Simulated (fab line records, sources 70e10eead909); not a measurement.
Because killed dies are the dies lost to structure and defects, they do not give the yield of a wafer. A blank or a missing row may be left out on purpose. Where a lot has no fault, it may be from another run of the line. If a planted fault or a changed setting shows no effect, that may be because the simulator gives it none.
Which tool is to blame? || flow nand_harc || 11 lots, 33 wafers sampled, at 5 steps of a route of 1159

WHAT THE GAUGES SHOWED, per wafer
NHARC_END_SORT_01. Usual: killed_at_array 27, standard deviation 9.8; killed_at_other 0.6, standard deviation 0.83; killed_at_periphery 3.5, standard deviation 2.4; killed_dies 31, standard deviation 9.6; killed_open 3.1, standard deviation 1.9; killed_short 2.0, standard deviation 1.5.
{"lot": "L505", "measured": "day 21 01:56", "on": "prober-01", "killed_at_array": "14 14 9", "killed_at_other": "1 0 1", "killed_at_periphery": "2 2 3", "killed_dies": "17 16 13", "killed_open": "2 4 1", "killed_short": "2 2 3", "flag": ""}
{"lot": "L506", "measured": "day 20 10:29", "on": "prober-02", "killed_at_array": "16 26 21", "killed_at_other": "1 2 0", "killed_at_periphery": "4 1 4", "killed_dies": "21 29 25", "killed_open": "2 5 4", "killed_short": "1 2 5", "flag": ""}
{"lot": "L507", "measured": "day 20 11:13", "on": "prober-01", "killed_at_array": "19 22 12", "killed_at_other": "0 0 0", "killed_at_periphery": "3 2 7", "killed_dies": "22 24 19", "killed_open": "4 1 3", "killed_short": "0 1 0", "flag": ""}
{"lot": "L511", "measured": "day 21 17:29", "on": "prober-01", "killed_at_array": "31 23 26", "killed_at_other": "1 1 3", "killed_at_periphery": "4 1 5", "killed_dies": "36 25 34", "killed_open": "4 4 3", "killed_short": "4 4 3", "flag": ""}
{"lot": "L512", "measured": "day 21 10:04", "on": "prober-02", "killed_at_array": "30 34 32", "killed_at_other": "1 1 0", "killed_at_periphery": "1 4 5", "killed_dies": "32 39 37", "killed_open": "2 1 3", "killed_short": "0 0 2", "flag": ""}
{"lot": "L513", "measured": "day 22 13:37", "on": "prober-01", "killed_at_array": "36 26 32", "killed_at_other": "1 0 0", "killed_at_periphery": "1 3 4", "killed_dies": "38 29 36", "killed_open": "5 2 3", "killed_short": "4 1 3", "flag": ""}
{"lot": "L517", "measured": "day 23 14:27", "on": "prober-01", "killed_at_array": "50 34 29", "killed_at_other": "0 0 0", "killed_at_periphery": "2 0 0", "killed_dies": "52 34 29", "killed_open": "2 2 2", "killed_short": "5 2 0", "flag": ""}
{"lot": "L519", "measured": "day 23 11:34", "on": "prober-02", "killed_at_array": "26 29 34", "killed_at_other": "0 2 2", "killed_at_periphery": "6 3 4", "killed_dies": "32 34 40", "killed_open": "4 2 4", "killed_short": "3 4 1", "flag": ""}
{"lot": "L521", "measured": "day 24 07:40", "on": "prober-01", "killed_at_array": "26 41 22", "killed_at_other": "0 0 0", "killed_at_periphery": "4 2 3", "killed_dies": "30 43 25", "killed_open": "7 8 2", "killed_short": "2 3 3", "flag": ""}
{"lot": "L524", "measured": "day 24 07:34", "on": "prober-02", "killed_at_array": "26 23 26", "killed_at_other": "0 2 0", "killed_at_periphery": "3 0 2", "killed_dies": "29 25 28", "killed_open": "4 1 2", "killed_short": "1 3 3", "flag": ""}
{"lot": "L528", "measured": "day 25 00:52", "on": "prober-02", "killed_at_array": "23 34 22", "killed_at_other": "1 1 1", "killed_at_periphery": "3 1 1", "killed_dies": "27 36 24", "killed_open": "3 5 3", "killed_short": "2 2 0", "flag": ""}

WHAT TOOL EACH LOT RAN ON (gives the tool, then ch and the chambers of the sampled wafers, and finally the start)
{"lot": "L505", "NHARC_P_ZERO_WELL_ETCH_62": "rie_diel-07 ch 0,1,3, day 1 23:40 or earlier", "NHARC_P_STI_OXIDE_29": "furnace-01 ch 0, day 1 23:40", "NHARC_P_STI_ETCH_42": "rie_diel-04 ch 1,2,3, day 2 11:23", "NHARC_P_STI_CMP_21": "cmp-01 ch 1,2, day 3 08:52"}
{"lot": "L506", "NHARC_P_ZERO_WELL_ETCH_62": "rie_diel-07 ch 0,1,2, day 2 08:47 or earlier", "NHARC_P_STI_OXIDE_29": "furnace-01 ch 0, day 2 08:47", "NHARC_P_STI_ETCH_42": "rie_diel-10 ch 0,1,3, day 2 20:26", "NHARC_P_STI_CMP_21": "cmp-01 ch 0,1,3, day 3 16:02"}
{"lot": "L507", "NHARC_P_ZERO_WELL_ETCH_62": "rie_diel-07 ch 0,1,2, day 2 08:47 or earlier", "NHARC_P_STI_OXIDE_29": "furnace-01 ch 0, day 2 08:47", "NHARC_P_STI_ETCH_42": "rie_diel-10 ch 0,1,2, day 2 20:35", "NHARC_P_STI_CMP_21": "cmp-04 ch 0,2,3, day 3 16:04"}
{"lot": "L511", "NHARC_P_ZERO_WELL_ETCH_62": "rie_diel-11 ch 1,2,3, day 3 11:46 or earlier", "NHARC_P_STI_OXIDE_29": "furnace-05 ch 0, day 3 11:46", "NHARC_P_STI_ETCH_42": "rie_diel-04 ch 2,3, day 3 23:26", "NHARC_P_STI_CMP_21": "cmp-02 ch 1,3, day 4 19:57"}
{"lot": "L512", "NHARC_P_ZERO_WELL_ETCH_62": "rie_diel-11 ch 0,1,2, day 3 19:23 or earlier", "NHARC_P_STI_OXIDE_29": "furnace-01 ch 0, day 3 19:23", "NHARC_P_STI_ETCH_42": "rie_diel-03 ch 1,2,3, day 4 07:11", "NHARC_P_STI_CMP_21": "cmp-04 ch 1,2,3, day 5 03:25"}
{"lot": "L513", "NHARC_P_ZERO_WELL_ETCH_62": "rie_diel-12 ch 0,1,2, day 4 03:22 or earlier", "NHARC_P_STI_OXIDE_29": "furnace-01 ch 0, day 4 03:22", "NHARC_P_STI_ETCH_42": "rie_diel-04 ch 0,2,3, day 4 14:59", "NHARC_P_STI_CMP_21": "cmp-02 ch 0,1,3, day 5 12:48"}
{"lot": "L517", "NHARC_P_ZERO_WELL_ETCH_62": "rie_diel-11 ch 2,3, day 4 23:50 or earlier", "NHARC_P_STI_OXIDE_29": "furnace-01 ch 0, day 4 23:50", "NHARC_P_STI_ETCH_42": "rie_diel-10 ch 0,1,2, day 5 12:37", "NHARC_P_STI_CMP_21": "cmp-04 ch 0,2,3, day 6 13:40"}
{"lot": "L519", "NHARC_P_ZERO_WELL_ETCH_62": "rie_diel-11 ch 0,2,3, day 5 12:23 or earlier", "NHARC_P_STI_OXIDE_29": "furnace-01 ch 0, day 5 12:23", "NHARC_P_STI_ETCH_42": "rie_diel-10 ch 1,2, day 6 05:04", "NHARC_P_STI_CMP_21": "cmp-02 ch 0,1, day 6 20:37"}
{"lot": "L521", "NHARC_P_ZERO_WELL_ETCH_62": "rie_diel-11 ch 0,1,3, day 5 21:32 or earlier", "NHARC_P_STI_OXIDE_29": "furnace-05 ch 0, day 5 21:32 and furnace-01 ch 0, day 6 04:32", "NHARC_P_STI_ETCH_42": "rie_diel-04 ch 1,2, day 6 13:11", "NHARC_P_STI_CMP_21": "cmp-01 ch 1,3, day 7 07:28"}
{"lot": "L524", "NHARC_P_ZERO_WELL_ETCH_62": "rie_diel-12 ch 0,2, day 6 17:52 or earlier", "NHARC_P_STI_OXIDE_29": "furnace-05 ch 0, day 6 17:52", "NHARC_P_STI_ETCH_42": "rie_diel-04 ch 0,1,2, day 7 05:38", "NHARC_P_STI_CMP_21": "cmp-02 ch 0,2,3, day 7 20:54"}
{"lot": "L528", "NHARC_P_ZERO_WELL_ETCH_62": "rie_diel-07 ch 2,3, day 7 14:22 or earlier", "NHARC_P_STI_OXIDE_29": "furnace-05 ch 0, day 7 14:22", "NHARC_P_STI_ETCH_42": "rie_diel-04 ch 0,1,2, day 8 02:13", "NHARC_P_STI_CMP_21": "cmp-04 ch 1,2, day 8 20:36"}
- NHARC_P_ZERO_WELL_ETCH_62: etches the open film in CHF3/Ar, target depth 13 nm, time 6.5 s.
- NHARC_P_STI_OXIDE_29: material SiO2, target thk 10 nm, ox time 1362 s.
- NHARC_P_STI_ETCH_42: etches the open film in N2/H2, target depth 80 nm, overetch 24 nm, time 61 s.
- NHARC_P_STI_CMP_21: polishes, t overpolish 20 s, target thk 380.67 nm.

WHAT THE TOOLS THEMSELVES READ (means of the sampled wafers that have a number; where no wafer has one, the mark that the record gives instead)
NHARC_P_ZERO_WELL_ETCH_62. Usual: drypump_motor_current_A 5.8 A, standard deviation 0.34; mfc_ar_sccm 200.0 sccm, standard deviation 0.63; oes_product_au 0.961 a.u., standard deviation 0.016; rf_fwd_power_W 489.0 W, standard deviation 2.4; rf_vpp_V 371.5 V, standard deviation 2.2; showerhead_plenum_p_Torr 2.39 Torr, standard deviation 0.098; throttle_valve_pct 20.217 %, standard deviation 0.0084.
{"lot": "L505", "tool": "rie_diel-07", "drypump_motor_current_A (A)": 6.0, "mfc_ar_sccm (sccm)": 200.2, "oes_product_au (a.u.)": 0.959, "rf_fwd_power_W (W)": 487.0, "rf_vpp_V (V)": 371.4, "showerhead_plenum_p_Torr (Torr)": 2.39, "throttle_valve_pct (%)": 20.219, "flag": ""}
{"lot": "L506", "tool": "rie_diel-07", "drypump_motor_current_A (A)": 5.7, "mfc_ar_sccm (sccm)": 200.2, "oes_product_au (a.u.)": 0.980, "rf_fwd_power_W (W)": 489.1, "rf_vpp_V (V)": 371.4, "showerhead_plenum_p_Torr (Torr)": 2.36, "throttle_valve_pct (%)": 20.217, "flag": ""}
{"lot": "L507", "tool": "rie_diel-07", "drypump_motor_current_A (A)": 5.7, "mfc_ar_sccm (sccm)": 200.3, "oes_product_au (a.u.)": 0.969, "rf_fwd_power_W (W)": 490.0, "rf_vpp_V (V)": 371.3, "showerhead_plenum_p_Torr (Torr)": 2.36, "throttle_valve_pct (%)": 20.214, "flag": ""}
{"lot": "L511", "tool": "rie_diel-11", "drypump_motor_current_A (A)": 5.9, "mfc_ar_sccm (sccm)": 200.2, "oes_product_au (a.u.)": 0.954, "rf_fwd_power_W (W)": 487.7, "rf_vpp_V (V)": 369.8, "showerhead_plenum_p_Torr (Torr)": 2.34, "throttle_valve_pct (%)": 20.214, "flag": ""}
{"lot": "L512", "tool": "rie_diel-11", "drypump_motor_current_A (A)": 6.1, "mfc_ar_sccm (sccm)": 200.1, "oes_product_au (a.u.)": 0.953, "rf_fwd_power_W (W)": 490.4, "rf_vpp_V (V)": 368.4, "showerhead_plenum_p_Torr (Torr)": 2.27, "throttle_valve_pct (%)": 20.213, "flag": ""}
{"lot": "L513", "tool": "rie_diel-12", "drypump_motor_current_A (A)": 5.6, "mfc_ar_sccm (sccm)": 199.9, "oes_product_au (a.u.)": 0.934, "rf_fwd_power_W (W)": 489.3, "rf_vpp_V (V)": 373.6, "showerhead_plenum_p_Torr (Torr)": 2.47, "throttle_valve_pct (%)": 20.217, "flag": ""}
{"lot": "L517", "tool": "rie_diel-11", "drypump_motor_current_A (A)": 5.9, "mfc_ar_sccm (sccm)": 200.6, "oes_product_au (a.u.)": 0.972, "rf_fwd_power_W (W)": 487.8, "rf_vpp_V (V)": 371.8, "showerhead_plenum_p_Torr (Torr)": 2.35, "throttle_valve_pct (%)": 20.214, "flag": ""}
{"lot": "L519", "tool": "rie_diel-11", "drypump_motor_current_A (A)": 6.1, "mfc_ar_sccm (sccm)": 200.2, "oes_product_au (a.u.)": 0.933, "rf_fwd_power_W (W)": 491.0, "rf_vpp_V (V)": 369.1, "showerhead_plenum_p_Torr (Torr)": 2.28, "throttle_valve_pct (%)": 20.215, "flag": ""}
{"lot": "L521", "tool": "rie_diel-11", "drypump_motor_current_A (A)": 5.8, "mfc_ar_sccm (sccm)": 199.4, "oes_product_au (a.u.)": 0.968, "rf_fwd_power_W (W)": 489.2, "rf_vpp_V (V)": 371.1, "showerhead_plenum_p_Torr (Torr)": 2.34, "throttle_valve_pct (%)": 20.215, "flag": ""}
{"lot": "L524", "tool": "rie_diel-12", "drypump_motor_current_A (A)": 5.7, "mfc_ar_sccm (sccm)": 200.4, "oes_product_au (a.u.)": 0.953, "rf_fwd_power_W (W)": 486.5, "rf_vpp_V (V)": 373.8, "showerhead_plenum_p_Torr (Torr)": 2.50, "throttle_valve_pct (%)": 20.225, "flag": ""}
{"lot": "L528", "tool": "rie_diel-07", "drypump_motor_current_A (A)": 5.7, "mfc_ar_sccm (sccm)": 200.4, "oes_product_au (a.u.)": 0.961, "rf_fwd_power_W (W)": 490.2, "rf_vpp_V (V)": 372.6, "showerhead_plenum_p_Torr (Torr)": 2.39, "throttle_valve_pct (%)": 20.216, "flag": ""}

NHARC_P_STI_OXIDE_29. Usual: spike_tc_bottom_C at 919 C, with a standard deviation of 3.1.
{"lot": "L505", "tool": "furnace-01", "spike_tc_bottom_C (C)": 922, "flag": ""}
{"lot": "L506", "tool": "furnace-01", "spike_tc_bottom_C (C)": 922, "flag": ""}
{"lot": "L507", "tool": "furnace-01", "spike_tc_bottom_C (C)": 922, "flag": ""}
{"lot": "L511", "tool": "furnace-05", "spike_tc_bottom_C (C)": 916, "flag": ""}
{"lot": "L512", "tool": "furnace-01", "spike_tc_bottom_C (C)": 922, "flag": ""}
{"lot": "L513", "tool": "furnace-01", "spike_tc_bottom_C (C)": 921, "flag": ""}
{"lot": "L517", "tool": "furnace-01", "spike_tc_bottom_C (C)": 923, "flag": ""}
{"lot": "L519", "tool": "furnace-01", "spike_tc_bottom_C (C)": 922, "flag": ""}
{"lot": "L521", "tool": "furnace-05/furnace-01", "spike_tc_bottom_C (C)": 919, "flag": ""}
{"lot": "L524", "tool": "furnace-05", "spike_tc_bottom_C (C)": 915, "flag": ""}
{"lot": "L528", "tool": "furnace-05", "spike_tc_bottom_C (C)": 915, "flag": ""}

NHARC_P_STI_ETCH_42. Usual: drypump_motor_current_A 5.6 A, standard deviation 0.45; mfc_ar_sccm 0.008 sccm, standard deviation 0.014; oes_product_au 1.001 a.u., standard deviation 0.0073; rf_fwd_power_W 396.7 W, standard deviation 1.6; rf_vpp_V 430.9 V, standard deviation 2; showerhead_plenum_p_Torr 2.05 Torr, standard deviation 0.067; throttle_valve_pct 14.172 %, standard deviation 0.009.
{"lot": "L505", "tool": "rie_diel-04", "drypump_motor_current_A (A)": 5.8, "mfc_ar_sccm (sccm)": 0.000, "oes_product_au (a.u.)": 0.995, "rf_fwd_power_W (W)": 395.8, "rf_vpp_V (V)": 431.5, "showerhead_plenum_p_Torr (Torr)": 2.08, "throttle_valve_pct (%)": 14.163, "flag": ""}
{"lot": "L506", "tool": "rie_diel-10", "drypump_motor_current_A (A)": 5.5, "mfc_ar_sccm (sccm)": 0.013, "oes_product_au (a.u.)": 0.997, "rf_fwd_power_W (W)": 396.2, "rf_vpp_V (V)": 431.1, "showerhead_plenum_p_Torr (Torr)": 2.02, "throttle_valve_pct (%)": 14.179, "flag": ""}
{"lot": "L507", "tool": "rie_diel-10", "drypump_motor_current_A (A)": 5.6, "mfc_ar_sccm (sccm)": 0.013, "oes_product_au (a.u.)": 1.002, "rf_fwd_power_W (W)": 397.1, "rf_vpp_V (V)": 430.5, "showerhead_plenum_p_Torr (Torr)": 2.04, "throttle_valve_pct (%)": 14.165, "flag": ""}
{"lot": "L511", "tool": "rie_diel-04", "drypump_motor_current_A (A)": 5.9, "mfc_ar_sccm (sccm)": 0.000, "oes_product_au (a.u.)": 0.999, "rf_fwd_power_W (W)": 396.1, "rf_vpp_V (V)": 431.6, "showerhead_plenum_p_Torr (Torr)": 2.09, "throttle_valve_pct (%)": 14.177, "flag": ""}
{"lot": "L512", "tool": "rie_diel-03", "drypump_motor_current_A (A)": 5.4, "mfc_ar_sccm (sccm)": 0.021, "oes_product_au (a.u.)": 1.004, "rf_fwd_power_W (W)": 394.2, "rf_vpp_V (V)": 432.6, "showerhead_plenum_p_Torr (Torr)": 2.13, "throttle_valve_pct (%)": 14.173, "flag": ""}
{"lot": "L513", "tool": "rie_diel-04", "drypump_motor_current_A (A)": 6.1, "mfc_ar_sccm (sccm)": 0.000, "oes_product_au (a.u.)": 1.001, "rf_fwd_power_W (W)": 396.4, "rf_vpp_V (V)": 431.6, "showerhead_plenum_p_Torr (Torr)": 2.07, "throttle_valve_pct (%)": 14.177, "flag": ""}
{"lot": "L517", "tool": "rie_diel-10", "drypump_motor_current_A (A)": 5.6, "mfc_ar_sccm (sccm)": 0.013, "oes_product_au (a.u.)": 1.008, "rf_fwd_power_W (W)": 396.8, "rf_vpp_V (V)": 430.0, "showerhead_plenum_p_Torr (Torr)": 2.04, "throttle_valve_pct (%)": 14.171, "flag": ""}
{"lot": "L519", "tool": "rie_diel-10", "drypump_motor_current_A (A)": 5.5, "mfc_ar_sccm (sccm)": 0.001, "oes_product_au (a.u.)": 1.004, "rf_fwd_power_W (W)": 396.1, "rf_vpp_V (V)": 431.3, "showerhead_plenum_p_Torr (Torr)": 2.04, "throttle_valve_pct (%)": 14.174, "flag": ""}
{"lot": "L521", "tool": "rie_diel-04", "drypump_motor_current_A (A)": 6.2, "mfc_ar_sccm (sccm)": 0.000, "oes_product_au (a.u.)": 1.005, "rf_fwd_power_W (W)": 397.5, "rf_vpp_V (V)": 432.8, "showerhead_plenum_p_Torr (Torr)": 2.09, "throttle_valve_pct (%)": 14.164, "flag": ""}
{"lot": "L524", "tool": "rie_diel-04", "drypump_motor_current_A (A)": 6.0, "mfc_ar_sccm (sccm)": 0.000, "oes_product_au (a.u.)": 1.000, "rf_fwd_power_W (W)": 397.2, "rf_vpp_V (V)": 431.0, "showerhead_plenum_p_Torr (Torr)": 2.07, "throttle_valve_pct (%)": 14.176, "flag": ""}
{"lot": "L528", "tool": "rie_diel-04", "drypump_motor_current_A (A)": 5.9, "mfc_ar_sccm (sccm)": 0.000, "oes_product_au (a.u.)": 1.004, "rf_fwd_power_W (W)": 395.6, "rf_vpp_V (V)": 430.6, "showerhead_plenum_p_Torr (Torr)": 2.07, "throttle_valve_pct (%)": 14.180, "flag": ""}

NHARC_P_STI_CMP_21. Usual: motor_current_A 12.3 A, standard deviation 1; overpolish_run_s 19.999 s, standard deviation 0.0085; retaining_ring_pressure_frac 1.000, standard deviation 0.0048; slurry_filter_dp_kPa 13.49 kPa, standard deviation 0.12; slurry_flow_ml_min 150.0, standard deviation 0.46.
{"lot": "L505", "tool": "cmp-01", "motor_current_A (A)": 14.2, "overpolish_run_s (s)": 20.007, "retaining_ring_pressure_frac": 0.999, "slurry_filter_dp_kPa (kPa)": 13.54, "slurry_flow_ml_min": 149.9, "flag": ""}
{"lot": "L506", "tool": "cmp-01", "motor_current_A (A)": 12.6, "overpolish_run_s (s)": 20.005, "retaining_ring_pressure_frac": 0.997, "slurry_filter_dp_kPa (kPa)": 13.40, "slurry_flow_ml_min": 150.2, "flag": ""}
{"lot": "L507", "tool": "cmp-04", "motor_current_A (A)": 11.8, "overpolish_run_s (s)": 20.006, "retaining_ring_pressure_frac": 1.000, "slurry_filter_dp_kPa (kPa)": 13.47, "slurry_flow_ml_min": 149.9, "flag": ""}
{"lot": "L511", "tool": "cmp-02", "motor_current_A (A)": 11.6, "overpolish_run_s (s)": 20.002, "retaining_ring_pressure_frac": 1.000, "slurry_filter_dp_kPa (kPa)": 13.52, "slurry_flow_ml_min": 150.1, "flag": ""}
{"lot": "L512", "tool": "cmp-04", "motor_current_A (A)": 12.2, "overpolish_run_s (s)": 20.000, "retaining_ring_pressure_frac": 1.007, "slurry_filter_dp_kPa (kPa)": 13.45, "slurry_flow_ml_min": 149.8, "flag": ""}
{"lot": "L513", "tool": "cmp-02", "motor_current_A (A)": 11.7, "overpolish_run_s (s)": 20.003, "retaining_ring_pressure_frac": 1.002, "slurry_filter_dp_kPa (kPa)": 13.33, "slurry_flow_ml_min": 150.2, "flag": ""}
{"lot": "L517", "tool": "cmp-04", "motor_current_A (A)": 11.4, "overpolish_run_s (s)": 19.995, "retaining_ring_pressure_frac": 0.999, "slurry_filter_dp_kPa (kPa)": 13.48, "slurry_flow_ml_min": 150.1, "flag": ""}
{"lot": "L519", "tool": "cmp-02", "motor_current_A (A)": 12.1, "overpolish_run_s (s)": 20.007, "retaining_ring_pressure_frac": 1.000, "slurry_filter_dp_kPa (kPa)": 13.49, "slurry_flow_ml_min": 149.9, "flag": ""}
{"lot": "L521", "tool": "cmp-01", "motor_current_A (A)": 12.4, "overpolish_run_s (s)": 20.001, "retaining_ring_pressure_frac": 0.996, "slurry_filter_dp_kPa (kPa)": 13.55, "slurry_flow_ml_min": 150.3, "flag": ""}
{"lot": "L524", "tool": "cmp-02", "motor_current_A (A)": 12.5, "overpolish_run_s (s)": 19.999, "retaining_ring_pressure_frac": 1.001, "slurry_filter_dp_kPa (kPa)": 13.40, "slurry_flow_ml_min": 149.7, "flag": ""}
{"lot": "L528", "tool": "cmp-04", "motor_current_A (A)": 11.8, "overpolish_run_s (s)": 19.997, "retaining_ring_pressure_frac": 1.003, "slurry_filter_dp_kPa (kPa)": 13.53, "slurry_flow_ml_min": 149.8, "flag": ""}

THE ANSWER, worked out from the rows above alone
Rule: a lot counts as off when the mean over its wafers that have a number is more than 3 standard deviations away from the usual mean. A lot without any number at a reading at which 4 lots or more have one is off too. Any other lot the step has rows for is counted as sound. First the gauges in route order, then the tools' own readings, where a lot's mean is used as printed above. The first step at which some lot is off is used, and at that step the reading that is off furthest; a lot without a number counts as furthest.
Across all readings shown, no lot is off: no conclusion can be drawn from this.

WHAT HAD BEEN PUT IN BY THE SIMULATOR
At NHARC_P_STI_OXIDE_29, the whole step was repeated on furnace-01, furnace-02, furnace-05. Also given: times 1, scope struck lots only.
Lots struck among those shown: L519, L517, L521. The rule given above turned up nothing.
